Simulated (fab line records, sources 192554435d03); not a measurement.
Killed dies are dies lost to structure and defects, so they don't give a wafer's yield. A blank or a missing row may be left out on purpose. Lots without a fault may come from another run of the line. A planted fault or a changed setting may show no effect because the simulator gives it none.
Which tool did it? | flow n5_finfet | 10 lots, 30 wafers sampled, at 5 steps of a route of 1938

WHAT THE GAUGES READ, wafer by wafer
N5_BEOL_M2_THK_MEAS_01. Usual: M2_ILD_THK 78.5 nm, standard deviation 1.1.
lot  | measured     | on            | M2_ILD_THK (nm) | flag
L477 | day 6 20:50  | film_metro-01 | 77.4 77.5 78.4  |
L478 | day 7 08:34  | film_metro-01 | 79.1 79.3 79.8  |
L486 | day 9 03:09  | film_metro-02 | 78.0 78.3 79.2  |
L487 | day 9 06:29  | film_metro-02 | 76.5 76.8 77.2  |
L488 | day 9 12:28  | film_metro-02 | 77.9 78.3 78.9  |
L493 | day 11 06:35 | film_metro-01 | 78.2 77.7 79.0  |
L494 | day 11 10:32 | film_metro-01 | 79.0 78.4 80.3  |
L496 | day 11 18:25 | film_metro-01 | 78.5 80.4 79.7  |
L495 | day 11 18:44 | film_metro-01 | 79.8 79.2 80.6  |
L497 | day 12 16:11 | film_metro-01 | 77.9 80.2 79.5  |

N5_BEOL_M4_RC_MEAS_101. Usual: DIBL_N 36.4 mV/V, standard deviation 1.3; DIBL_P 36.5 mV/V, standard deviation 1.7; IOFF_N 0.154 nA/um, standard deviation 0.022; IOFF_P 0.202 nA/um, standard deviation 0.025; ION_N 671 uA/um, standard deviation 9.8; ION_P 460 uA/um, standard deviation 6.8; SS_N 71.6 mV/dec, standard deviation 0.54; SS_P 73.4 mV/dec, standard deviation 0.58; VT_N 250.9 mV, standard deviation 2.8; VT_P -251.4 mV, standard deviation 2.7.
lot  | measured     | on        | DIBL_N (mV/V)  | DIBL_P (mV/V)  | IOFF_N (nA/um)    | IOFF_P (nA/um)    | ION_N (uA/um) | ION_P (uA/um) | SS_N (mV/dec)  | SS_P (mV/dec)  | VT_N (mV)         | VT_P (mV)            | flag
L477 | day 8 07:36  | prober-02 | 37.7 34.9 37.6 | 38.0 34.4 37.3 | 0.170 0.125 0.170 | 0.216 0.167 0.201 | 667 657 672   | 457 453 456   | 71.6 70.8 71.3 | 74.3 73.3 74.2 | 249.1 255.3 251.2 | -252.6 -256.2 -253.2 |
L478 | day 8 14:12  | prober-02 | 39.3 36.8 35.7 | 38.5 36.2 34.4 | 0.174 0.132 0.116 | 0.185 0.155 0.142 | 669 662 657   | 447 446 444   | 72.4 71.7 71.4 | 74.5 72.9 73.5 | 252.2 253.1 258.6 | -256.8 -256.9 -256.9 |
L486 | day 10 12:19 | prober-02 | 36.7 35.6 36.3 | 37.2 36.0 37.2 | 0.154 0.136 0.152 | 0.200 0.178 0.200 | 664 664 668   | 453 461 459   | 71.4 71.0 71.6 | 73.1 73.7 73.6 | 250.5 254.1 250.8 | -254.0 -253.2 -250.2 |
L487 | day 10 14:14 | prober-01 | 35.9 35.8 35.6 | 38.8 39.1 38.8 | 0.157 0.153 0.147 | 0.192 0.191 0.182 | 673 665 672   | 458 458 452   | 71.7 71.6 71.8 | 73.6 73.8 73.1 | 249.1 251.6 252.3 | -254.4 -251.8 -254.5 |
L488 | day 10 14:43 | prober-02 | 36.2 35.1 34.2 | 36.7 35.4 33.9 | 0.164 0.143 0.132 | 0.205 0.187 0.176 | 681 671 671   | 464 459 458   | 71.7 71.8 71.3 | 72.6 72.5 72.5 | 250.9 252.5 251.3 | -250.8 -251.6 -253.4 |
L493 | day 12 06:35 | prober-02 | 38.0 37.6 37.0 | 37.3 37.1 36.4 | 0.181 0.163 0.157 | 0.232 0.225 0.221 | 661 672 671   | 451 461 463   | 72.6 72.0 71.7 | 73.1 73.5 73.4 | 249.9 252.3 250.5 | -248.6 -251.1 -250.3 |
L494 | day 12 18:36 | prober-01 | 35.8 38.0 36.2 | 35.5 37.1 35.9 | 0.135 0.161 0.139 | 0.225 0.260 0.243 | 662 656 655   | 466 461 458   | 70.9 72.7 71.7 | 73.0 73.9 73.3 | 253.4 249.9 252.5 | -250.0 -247.8 -245.9 |
L496 | day 12 23:37 | prober-02 | 38.7 37.7 38.3 | 40.7 40.3 41.4 | 0.203 0.184 0.213 | 0.250 0.238 0.267 | 671 675 679   | 462 457 461   | 73.0 72.1 72.4 | 74.1 74.4 73.9 | 248.8 249.9 248.1 | -248.9 -249.7 -247.8 |
L495 | day 13 07:52 | prober-01 | 37.1 37.6 37.2 | 35.6 37.3 37.7 | 0.163 0.188 0.193 | 0.198 0.241 0.248 | 661 676 687   | 449 463 469   | 71.9 71.9 71.4 | 73.7 74.4 73.6 | 250.8 244.2 246.1 | -252.9 -245.9 -245.7 |
L497 | day 13 22:59 | prober-01 | 34.7 35.0 35.2 | 34.7 35.3 36.0 | 0.130 0.134 0.145 | 0.191 0.199 0.215 | 662 679 672   | 459 466 464   | 71.6 70.6 71.2 | 72.5 72.7 72.4 | 253.3 251.0 250.8 | -251.2 -248.1 -249.1 |

WHICH TOOL RAN EACH LOT (tool, then ch and the chambers of the sampled wafers, then the start)
lot  | N5_BEOL_M1_SPUTTER_96        | N5_BEOL_M1_DEP_57               | N5_BEOL_M2_PECVD_72
L477 | pvd_sputter-01, day 6 19:26  | pecvd-01 ch 1,2, day 6 20:37    | pecvd-03 ch 1,2, day 6 20:52
L478 | pvd_sputter-02, day 7 07:16  | pecvd-02 ch 1,2, day 7 08:22    | pecvd-04 ch 1,2, day 7 08:35
L486 | pvd_sputter-02, day 9 01:58  | pecvd-03 ch 0,1,2, day 9 02:57  | pecvd-02 ch 0,1,2, day 9 03:11
L487 | pvd_sputter-01, day 9 05:18  | pecvd-02 ch 0,1,2, day 9 06:17  | pecvd-02 ch 0,1,2, day 9 06:32
L488 | pvd_sputter-03, day 9 11:14  | pecvd-01 ch 0,1, day 9 12:14    | pecvd-03 ch 1,2, day 9 12:29
L493 | pvd_sputter-01, day 11 05:22 | pecvd-02 ch 0,2, day 11 06:24   | pecvd-02 ch 0,1,2, day 11 06:38
L494 | pvd_sputter-02, day 11 09:10 | pecvd-02 ch 0,1, day 11 10:20   | pecvd-02 ch 0,1,2, day 11 10:34
L496 | pvd_sputter-02, day 11 17:14 | pecvd-02 ch 0,1,2, day 11 18:13 | pecvd-02 ch 0,2, day 11 18:28
L495 | pvd_sputter-01, day 11 17:27 | pecvd-02 ch 0,1,2, day 11 18:32 | pecvd-02 ch 0,1,2, day 11 18:46
L497 | pvd_sputter-01, day 12 14:59 | pecvd-01 ch 0,2, day 12 15:59   | pecvd-03 ch 0,1,2, day 12 16:14
- N5_BEOL_M1_SPUTTER_96: material Cu, target thk 4.5 nm, time 8.29 s.
- N5_BEOL_M1_DEP_57: deposits SiCN from 3MS/NH3, target thk 8 nm, time 14 s.
- N5_BEOL_M2_PECVD_72: deposits SiO2 from TEOS/O2, target thk 16 nm, time 18 s.

WHAT THE TOOLS THEMSELVES READ (means of the sampled wafers that have a number; where no wafer has one, the mark that the record gives instead)
N5_BEOL_M1_SPUTTER_96. Usual: substrate_temp_c -19.99 C, standard deviation 0.11; throttle_valve_pct 29.6 %, standard deviation 0.96.
lot  | tool           | substrate_temp_c (C) | throttle_valve_pct (%) | flag
L477 | pvd_sputter-01 | -19.85               | 29.9                   |
L478 | pvd_sputter-02 | -20.00               | 29.1                   |
L486 | pvd_sputter-02 | -20.02               | 30.1                   |
L487 | pvd_sputter-01 | -20.03               | 29.8                   |
L488 | pvd_sputter-03 | -19.96               | 29.9                   |
L493 | pvd_sputter-01 | -19.98               | 30.1                   |
L494 | pvd_sputter-02 | -20.05               | 28.6                   |
L496 | pvd_sputter-02 | -20.05               | 28.4                   |
L495 | pvd_sputter-01 | -20.00               | 29.2                   |
L497 | pvd_sputter-01 | -19.97               | 29.9                   |

N5_BEOL_M1_DEP_57. Usual: showerhead_plenum_p_Torr 3.665 Torr, standard deviation 0.011; throttle_valve_pct 9.2 %, standard deviation 0.5.
lot  | tool     | showerhead_plenum_p_Torr (Torr) | throttle_valve_pct (%) | flag
L477 | pecvd-01 | 3.663                           | 9.8                    |
L478 | pecvd-02 | 3.666                           | 8.7                    |
L486 | pecvd-03 | 3.667                           | 9.0                    |
L487 | pecvd-02 | 3.668                           | 8.8                    |
L488 | pecvd-01 | 3.661                           | 9.8                    |
L493 | pecvd-02 | 3.669                           | 9.1                    |
L494 | pecvd-02 | 3.666                           | 9.1                    |
L496 | pecvd-02 | 3.663                           | 8.9                    |
L495 | pecvd-02 | 3.667                           | 8.9                    |
L497 | pecvd-01 | 3.665                           | 9.7                    |

N5_BEOL_M2_PECVD_72. Usual: chamber_pressure_Torr 5.500 Torr, standard deviation 0.011; heater_power_outer_w 461 W, standard deviation 79; heater_power_w 748 W, standard deviation 98; showerhead_plenum_p_Torr 8.79 Torr, standard deviation 0.054; throttle_valve_pct 22.2 %, standard deviation 0.81.
lot  | tool     | chamber_pressure_Torr (Torr) | heater_power_outer_w (W) | heater_power_w (W) | showerhead_plenum_p_Torr (Torr) | throttle_valve_pct (%) | flag
L477 | pecvd-03 | 5.511                        | 453                      | 754                | 8.77                            | 22.1                   |
L478 | pecvd-04 | 5.501                        | 439                      | 757                | 8.80                            | 21.6                   |
L486 | pecvd-02 | -                            | -                        | -                  | -                               | -                      | OFF
L487 | pecvd-02 | -                            | -                        | -                  | -                               | -                      | OFF
L488 | pecvd-03 | -                            | -                        | -                  | -                               | -                      | OFF
L493 | pecvd-02 | 5.506                        | 436                      | 711                | 8.78                            | 22.0                   |
L494 | pecvd-02 | 5.486                        | 446                      | 712                | 8.79                            | 22.1                   |
L496 | pecvd-02 | 5.490                        | 467                      | 744                | 8.80                            | 21.9                   |
L495 | pecvd-02 | 5.508                        | 471                      | 743                | 8.78                            | 22.0                   |
L497 | pecvd-03 | 5.494                        | 487                      | 772                | 8.80                            | 22.4                   |

THE ANSWER, worked out from the rows above alone
Rule: a lot is off if the mean of its wafers that have a number lies more than 3 standard deviations from the usual mean. A lot without any number at a reading at which 4 lots or more have one is off too. The other lots that the step has rows for count as sound. The gauges are gone through in route order, then the tools' own readings, and for those a lot's mean is taken as printed above. The first step at which some lot is off is used, and at that step the reading that is off furthest; a lot without a number counts as furthest.
Off: L486, L487, L488, at N5_BEOL_M2_PECVD_72 (chamber_pressure_Torr). Without a number there: L486, L487, L488.
A tool fits if, at that step or a process step before it, it ran every lot that is off, and no sound lot after the first of them. None of those tried fits.

WHAT THE SIMULATOR HAD PUT IN
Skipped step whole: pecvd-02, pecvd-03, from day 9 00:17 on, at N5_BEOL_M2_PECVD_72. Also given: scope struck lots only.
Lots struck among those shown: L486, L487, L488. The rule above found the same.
